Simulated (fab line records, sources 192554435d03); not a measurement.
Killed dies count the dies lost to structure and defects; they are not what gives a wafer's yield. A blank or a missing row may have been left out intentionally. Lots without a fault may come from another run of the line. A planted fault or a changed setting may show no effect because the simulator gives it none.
Chamber matching + flow n5_finfet + rie_diel-06 running N5_BEOL_M0_SAQP_DESCUM_19: 4 sister chambers
The step chemistry O2, time 7.9 s. 30 wafers are shown with their chamber, then 12 later ones without.

== WAFERS, EACH WITH ITS CHAMBER ==
| wafer  | chamber | showerhead_plenum_p_Torr (Torr) | drypump_motor_current_A (A) | throttle_valve_pct (%) |
|--------|---------|---------------------------------|-----------------------------|------------------------|
| L074.1 | 3       | 2.14                            | 6.0                         | 20.69                  |
| L074.4 | 0       | 2.08                            | 5.8                         | 20.36                  |
| L074.6 | 1       | 2.22                            | 5.5                         | 20.15                  |
| L075.2 | 3       | 2.14                            | 6.1                         | 20.67                  |
| L075.3 | 2       | 2.07                            | 5.5                         | 20.29                  |
| L075.4 | 1       | 2.22                            | 5.6                         | 20.14                  |
| L077.2 | 1       | 2.22                            | 5.6                         | 20.16                  |
| L077.3 | 0       | 2.08                            | 5.8                         | 20.39                  |
| L077.5 | 3       | 2.14                            | 6.0                         | 20.67                  |
| L078.2 | 2       | 2.06                            | 5.5                         | 20.29                  |
| L078.4 | 3       | 2.14                            | 6.1                         | 20.69                  |
| L078.5 | 1       | 2.22                            | 5.6                         | 20.17                  |
| L080.2 | 2       | 2.06                            | 5.5                         | 20.30                  |
| L080.4 | 1       | 2.22                            | 5.6                         | 20.17                  |
| L080.5 | 2       | 2.06                            | 5.5                         | 20.30                  |
| L082.3 | 0       | 2.07                            | 5.8                         | 20.38                  |
| L082.4 | 1       | 2.22                            | 5.5                         | 20.16                  |
| L082.6 | 3       | 2.14                            | 6.0                         | 20.68                  |
| L083.2 | 2       | 2.06                            | 5.6                         | 20.27                  |
| L083.3 | 0       | 2.07                            | 5.8                         | 20.39                  |
| L083.6 | 1       | 2.22                            | 5.6                         | 20.17                  |
| L088.2 | 3       | 2.13                            | 6.1                         | 20.27                  |
| L088.5 | 2       | 2.06                            | 5.6                         | 20.33                  |
| L088.6 | 3       | 2.13                            | 6.1                         | 20.26                  |
| L090.3 | 1       | 2.21                            | 5.5                         | 20.21                  |
| L090.4 | 0       | 2.07                            | 5.8                         | 20.40                  |
| L090.6 | 3       | 2.13                            | 6.1                         | 20.28                  |
| L091.3 | 2       | 2.05                            | 5.5                         | 20.34                  |
| L091.4 | 0       | 2.07                            | 5.8                         | 20.42                  |
| L091.5 | 1       | 2.21                            | 5.6                         | 20.21                  |

SIGNATURES, as means of the wafers listed above
| reading                  | chamber 0 | chamber 1 | chamber 2 | chamber 3 | scatter within a chamber |
|--------------------------|-----------|-----------|-----------|-----------|--------------------------|
| showerhead_plenum_p_Torr | 2.0733    | 2.2178    | 2.0600    | 2.1362    | 0.0051                   |
| drypump_motor_current_A  | 5.800     | 5.567     | 5.529     | 6.062     | 0.0452                   |
| throttle_valve_pct       | 20.3900   | 20.1711   | 20.3029   | 20.5263   | 0.112                    |
Rule: for each reading, subtract the chamber's mean from the wafer's reading, divide by that reading's scatter and square the result; add these up over the readings and take the root, which gives the wafer's distance from the chamber. If the next closest chamber is less than 2 further off than the closest, the wafer can't be placed; otherwise it belongs to the closest. The scatter: take each reading less its chamber's mean, square it, sum over the shown wafers, divide by the number of wafers less the number of chambers, and take the root.

== WAFERS WITHOUT THEIR CHAMBER ==
| wafer  | showerhead_plenum_p_Torr (Torr) | drypump_motor_current_A (A) | throttle_valve_pct (%) |
|--------|---------------------------------|-----------------------------|------------------------|
| L092.1 | 2.05                            | 5.6                         | 20.35                  |
| L092.2 | 2.21                            | 5.6                         | 20.21                  |
| L092.3 | 2.13                            | 6.0                         | 20.29                  |
| L092.4 | 2.13                            | 6.0                         | 20.28                  |
| L092.5 | 2.21                            | 5.6                         | 20.20                  |
| L092.6 | 2.05                            | 5.6                         | 20.34                  |
| L095.1 | 2.13                            | 6.1                         | 20.31                  |
| L095.2 | 2.20                            | 5.6                         | 20.21                  |
| L095.6 | 2.13                            | 6.1                         | 20.31                  |
| L096.1 | 2.20                            | 5.6                         | 20.22                  |
| L096.2 | 2.13                            | 6.1                         | 20.31                  |
| L096.5 | 2.13                            | 6.0                         | 20.30                  |

== WHICH CHAMBER EACH WENT THROUGH ==
| wafer  | from the rows above | in truth |
|--------|---------------------|----------|
| L092.1 | 2                   | 2        |
| L092.2 | 1                   | 1        |
| L092.3 | 3                   | 3        |
| L092.4 | 3                   | 3        |
| L092.5 | 1                   | 1        |
| L092.6 | 2                   | 2        |
| L095.1 | 3                   | 3        |
| L095.2 | 1                   | 1        |
| L095.6 | 3                   | 3        |
| L096.1 | 1                   | 1        |
| L096.2 | 3                   | 3        |
| L096.5 | 3                   | 3        |
Placed correctly: 12 of 12. Left unplaced by these rows: 0. Number placed wrongly: 0.
